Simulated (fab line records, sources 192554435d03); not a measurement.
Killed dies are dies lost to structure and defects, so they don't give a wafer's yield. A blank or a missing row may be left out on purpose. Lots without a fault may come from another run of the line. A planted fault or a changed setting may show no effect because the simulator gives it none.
Problem report in the 8D (eight disciplines) form, filled by code | flow n5_finfet | the parts of the form that need people (team, actions taken, sign-off) are left out

1. THE PROBLEM
barrier_field_endpoint_s at N5_BEOL_M2_CMP_52 reads a mean of 20.3 s on 6 wafers of 3 lots; wafers without a fault read 25.0 s with a standard deviation of 0.71. That is -6.6 standard deviations from the usual mean.
The step: polishes, stops on SiOC, t overpolish 6.8 s, target thk 40 nm.
First seen on wafer L237.1, day 10 00:10, on cmp-02. The record holds 13 wafers of 5 lots with a number at this step. Rule for "out", or "out of limits": more than 4 standard deviations from the usual mean. The other wafers with a number count as sound.

2. WHAT IT IS AND WHAT IT IS NOT
question                    | is                                             | is not
which readings at this step | barrier_field_endpoint_s                       | motor_current_A, platen_rpm, retaining_ring_pressure_frac
which lots                  | L237, L240, L241                               | L235, L248
which wafers of those lots  | L237.1, L237.2, L240.1, L240.2, L241.1, L241.2 | L237.5
read on which tools         | cmp-02, cmp-03                                 | cmp-01
when                        | from day 10 00:10                              | up to then (4 sound wafers); but 3 sound wafers of L248 came after

3. SUSPECTS, AND WHAT RULES EACH OUT
Counting: a tool at a process step up to the reading stays a suspect if it ran every lot that is out. Sound lots after the first of them don't rule it out here, since some wafers of a struck lot are sound.
- pecvd-04 at N5_BEOL_M2_PECVD_72 (deposits SiO2 from TEOS/O2, target thk 16 nm, time 18 s): kept. It ran every lot that is out, first L237 (day 9 15:04); its last sound lot up to then is L235 (day 8 21:15).
Left after counting: pecvd-04 at N5_BEOL_M2_PECVD_72.

4. THE CAUSE (what the simulator had put in)
Process parameter drift: pecvd-04, from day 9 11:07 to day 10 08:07, at N5_BEOL_M2_PECVD_72. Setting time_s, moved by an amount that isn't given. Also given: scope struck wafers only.
Counting left only this tool.

5. THE CHAIN OF EFFECTS, in route order
Each row: a reading whose mean over the struck wafers that have a number lies more than 3 standard deviations from the usual. Only readings for which the record gives a usual standard deviation are gone through. hours: the time from each lot's start at the first step in this table that gives one to its start at this step, as a median over the lots. sigmas: the change in usual standard deviations.
hours | step              | reading                  | usual  | on struck wafers | change | sigmas
0     | N5_BEOL_M2_CMP_52 | barrier_field_endpoint_s | 25.0 s | 20.3             | -4.7   | -6.6
The process steps in it:
- N5_BEOL_M2_CMP_52: polishes, stops on SiOC, t overpolish 6.8 s, target thk 40 nm.
Later measuring or inspecting steps at which every struck wafer that the step has a row for has a number for every such reading, and none has moved that far: N5_BEOL_M4_RC_MEAS_101.

6. WHAT WOULD HAVE CAUGHT IT SOONER
In this record the first reading out of limits was taken at day 10 00:10, 13 hours after the fault began at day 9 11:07.
Of the tool readings at N5_BEOL_M2_PECVD_72 for which the record gives a usual standard deviation, none was out on any struck wafer, so an alarm limit of 4 standard deviations on them would not have fired.
Of the lots that are out (3), L240, L241 began N5_BEOL_M2_PECVD_72 on pecvd-04 after day 10 00:10. A hold on the tool at that time would have spared those 2.
